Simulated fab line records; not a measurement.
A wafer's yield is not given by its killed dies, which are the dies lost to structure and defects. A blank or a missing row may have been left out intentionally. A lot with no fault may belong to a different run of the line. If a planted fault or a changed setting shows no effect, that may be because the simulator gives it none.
Chamber matching -- flow n5_finfet -- N5_BEOL_M10_DESCUM_33 on rie_diel-06 has 4 sister chambers
The step chemistry O2, time 7.9 s. 4 wafers are shown with their chamber, then 8 later ones without.

== EACH WAFER AND ITS CHAMBER ==
wafer,chamber,drypump_motor_current_A (A)
L081.2,0,6.05
L084.6,3,5.93
L088.4,1,5.40
L089.2,2,5.56

== WAFERS WITHOUT THEIR CHAMBER ==
wafer,drypump_motor_current_A (A)
L089.5,5.40
L089.6,5.56
L091.1,5.55
L091.3,6.02
L091.5,5.39
L092.2,5.90
L092.4,6.02
L092.5,5.51

== EACH ONE'S CHAMBER ==
wafer,from the rows above,in truth
L089.5,1,1
L089.6,2,2
L091.1,2,2
L091.3,0,0
L091.5,1,1
L092.2,3,3
L092.4,0,0
L092.5,2,2
Placed correctly: 8 of 8. Number that these rows cannot place: 0. Wrongly placed: 0.
How it was worked out, from the rows above alone: a wafer's distance from a chamber is the root of the sum, over the readings, of the square of ((its reading less the chamber's mean) divided by the reading's scatter). If the next closest chamber is less than 2 further off than the closest, the wafer can't be placed; otherwise it belongs to the closest. Each chamber's mean is taken over the wafers shown for it. The scatter: root of mean squared gap, hidden wafer to nearest shown wafer, with one shown wafer a chamber.
